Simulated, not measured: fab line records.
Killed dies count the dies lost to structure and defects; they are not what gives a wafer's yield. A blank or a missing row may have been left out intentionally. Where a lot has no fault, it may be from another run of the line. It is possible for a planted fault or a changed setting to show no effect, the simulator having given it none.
Which tool was responsible? :: flow n5_finfet :: at 1 step of a route of 1938, 8 lots with 24 wafers sampled

== WHAT THE GAUGES SHOWED, per wafer ==
N5_BEOL_M4_RC_MEAS_101.
lot: L882
measured: day 8 15:29
on: prober-01
DIBL_N (mV/V): 35.6 39.3 37.9
DIBL_P (mV/V): 34.3 38.9 37.1
IOFF_N (nA/um): 0.13 0.22 0.19
IOFF_P (nA/um): 0.14 0.20 0.18
ION_N (uA/um): 654 684 686
ION_P (uA/um): 441 455 455
SS_N (mV/dec): 71.5 73.0 72.5
SS_P (mV/dec): 72.4 73.8 73.3
VT_N (mV): 255 247 249
VT_P (mV): -257 -256 -254

lot: L892
measured: day 10 15:20
on: prober-01
DIBL_N (mV/V): 36.0 36.2 37.3
DIBL_P (mV/V): 34.6 34.6 35.1
IOFF_N (nA/um): 0.13 0.15 0.15
IOFF_P (nA/um): 0.21 0.20 0.19
ION_N (uA/um): 649 677 661
ION_P (uA/um): 450 466 450
SS_N (mV/dec): 71.0 71.3 71.3
SS_P (mV/dec): 73.0 73.2 72.4
VT_N (mV): 250 246 249
VT_P (mV): -251 -252 -251

lot: L893
measured: day 11 11:31
on: prober-02
DIBL_N (mV/V): 34.3 39.5 32.7
DIBL_P (mV/V): 34.2 41.3 31.6
IOFF_N (nA/um): 0.13 0.25 0.11
IOFF_P (nA/um): 0.17 0.31 0.14
ION_N (uA/um): 660 712 669
ION_P (uA/um): 454 480 457
SS_N (mV/dec): 71.3 72.6 70.9
SS_P (mV/dec): 71.9 74.3 72.1
VT_N (mV): 251 242 253
VT_P (mV): -253 -243 -254

lot: L894
measured: day 11 18:20
on: prober-02
DIBL_N (mV/V): 33.6 35.7 34.1
DIBL_P (mV/V): 33.6 36.7 34.6
IOFF_N (nA/um): 0.15 0.18 0.16
IOFF_P (nA/um): 0.20 0.24 0.22
ION_N (uA/um): 688 682 700
ION_P (uA/um): 480 469 479
SS_N (mV/dec): 70.6 71.7 71.4
SS_P (mV/dec): 72.4 72.5 72.1
VT_N (mV): 246 248 246
VT_P (mV): -248 -248 -250

lot: L897
measured: day 11 20:48
on: prober-02
DIBL_N (mV/V): 38.6 33.9 39.1
DIBL_P (mV/V): 39.2 33.0 38.8
IOFF_N (nA/um): 0.20 0.12 0.18
IOFF_P (nA/um): 0.24 0.15 0.23
ION_N (uA/um): 681 668 672
ION_P (uA/um): 474 460 464
SS_N (mV/dec): 72.1 71.0 71.7
SS_P (mV/dec): 73.5 72.4 73.8
VT_N (mV): 248 252 251
VT_P (mV): -249 -255 -251

lot: L898
measured: day 12 14:50
on: prober-01
DIBL_N (mV/V): 37.6 35.6 38.4
DIBL_P (mV/V): 37.1 36.4 37.6
IOFF_N (nA/um): 0.17 0.13 0.22
IOFF_P (nA/um): 0.22 0.20 0.24
ION_N (uA/um): 678 662 669
ION_P (uA/um): 467 464 460
SS_N (mV/dec): 71.9 71.2 72.4
SS_P (mV/dec): 73.8 72.4 73.7
VT_N (mV): 248 254 249
VT_P (mV): -246 -250 -248

lot: L905
measured: day 14 14:02
on: prober-02
DIBL_N (mV/V): 38.0 36.1 36.0
DIBL_P (mV/V): 40.0 37.1 36.9
IOFF_N (nA/um): 0.22 0.18 0.17
IOFF_P (nA/um): 0.26 0.23 0.21
ION_N (uA/um): 710 701 689
ION_P (uA/um): 477 476 467
SS_N (mV/dec): 72.6 71.7 71.4
SS_P (mV/dec): 73.7 73.3 73.6
VT_N (mV): 242 247 246
VT_P (mV): -247 -250 -250

lot: L904
measured: day 14 15:19
on: prober-01
DIBL_N (mV/V): 35.5 32.7 35.4
DIBL_P (mV/V): 35.0 31.9 36.6
IOFF_N (nA/um): 0.15 0.11 0.16
IOFF_P (nA/um): 0.23 0.18 0.25
ION_N (uA/um): 676 672 688
ION_P (uA/um): 468 472 474
SS_N (mV/dec): 71.7 70.3 71.5
SS_P (mV/dec): 73.1 71.7 72.9
VT_N (mV): 254 254 249
VT_P (mV): -243 -247 -244

== WHAT TOOL EACH LOT RAN ON (gives the tool, then ch and the chambers of the sampled wafers, and finally the start) ==
Record: no process step prior to these readings.

== AS READ BY THE TOOLS THEMSELVES (means over the sampled wafers that have a number; for cases with no such wafer, the mark the record gives instead) ==
The record holds no such reading with a usual standard deviation.

== THE ANSWER, worked out from the rows above alone ==
Rule: usual is defined by the lots themselves. Put in order of their means at a reading, lots are off if they are a third of the lots or fewer, leave a main group of 4 or more, and stand apart from it by a gap of 3 or more times the standard deviation of the main group's means; of several such gaps the widest counts. A main group is skipped when, at the precision printed for the reading in the tables above, its means are all equal. A lot without any number at a reading at which 4 lots or more have one is off too. Any other lot the step has rows for is counted as sound. The gauges are gone through in route order, then the tools' own readings, and for those a lot's mean is taken as printed above. At the first step where some lot is off, the reading lying furthest off is the one used; lots without a number count as furthest.
Across all readings shown, no lot is off: no conclusion can be drawn from this.

== WHAT THE SIMULATOR HAD PUT IN ==
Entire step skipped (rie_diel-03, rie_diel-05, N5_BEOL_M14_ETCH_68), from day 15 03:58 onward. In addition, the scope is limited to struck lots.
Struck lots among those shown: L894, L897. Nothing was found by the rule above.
